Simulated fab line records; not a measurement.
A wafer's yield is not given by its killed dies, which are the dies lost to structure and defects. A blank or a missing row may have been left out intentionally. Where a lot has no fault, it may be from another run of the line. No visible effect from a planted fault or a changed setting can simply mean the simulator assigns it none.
Chamber matching / flow n5 finfet / pecvd-04 running N5_BEOL_M11_DEP_56: 3 sister chambers
The step deposits SiCN from 3MS/NH3, target thk 30 nm, time 10.5 s. 3 wafers are shown with their chamber, then 10 later ones without.

WAFERS, EACH WITH ITS CHAMBER
wafer=L085.5; chamber=2; throttle valve pct (%)=17.4
wafer=L088.1; chamber=0; throttle valve pct (%)=19.3
wafer=L088.2; chamber=1; throttle valve pct (%)=17.0

WAFERS WITHOUT THEIR CHAMBER
wafer=L088.4; throttle valve pct (%)=16.8
wafer=L092.2; throttle valve pct (%)=17.7
wafer=L092.3; throttle valve pct (%)=16.6
wafer=L092.4; throttle valve pct (%)=16.8
wafer=L091.1; throttle valve pct (%)=16.9
wafer=L091.2; throttle valve pct (%)=19.1
wafer=L091.3; throttle valve pct (%)=17.7
wafer=L091.4; throttle valve pct (%)=17.0
wafer=L091.5; throttle valve pct (%)=17.8
wafer=L091.6; throttle valve pct (%)=19.1

WHICH CHAMBER EACH WENT THROUGH
wafer=L088.4; from the rows above=can't be placed: 1 or 2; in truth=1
wafer=L092.2; from the rows above=can't be placed: 2 or 1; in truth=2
wafer=L092.3; from the rows above=can't be placed: 1 or 2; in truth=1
wafer=L092.4; from the rows above=can't be placed: 1 or 2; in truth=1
wafer=L091.1; from the rows above=can't be placed: 1 or 2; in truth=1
wafer=L091.2; from the rows above=0; in truth=0
wafer=L091.3; from the rows above=can't be placed: 2 or 1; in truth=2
wafer=L091.4; from the rows above=can't be placed: 1 or 2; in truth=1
wafer=L091.5; from the rows above=can't be placed: 2 or 1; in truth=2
wafer=L091.6; from the rows above=0; in truth=0
Correct placement for 2 of the 10. Not placeable from these rows: 8 (in 8, the candidates include the true chamber). Placed wrongly: 0.
How it was worked out, from the rows above alone: a wafer's distance from a chamber is the root of the sum, over the readings, of the square of ((its reading less the chamber's mean) divided by the reading's scatter). If the next closest chamber is less than 2 further off than the closest, the wafer can't be placed; otherwise it belongs to the closest. The mean given for a chamber averages the wafers shown for that chamber. The scatter (one wafer shown for each chamber): square how far every hidden wafer sits from the nearest shown wafer, average those squares and take the square root.
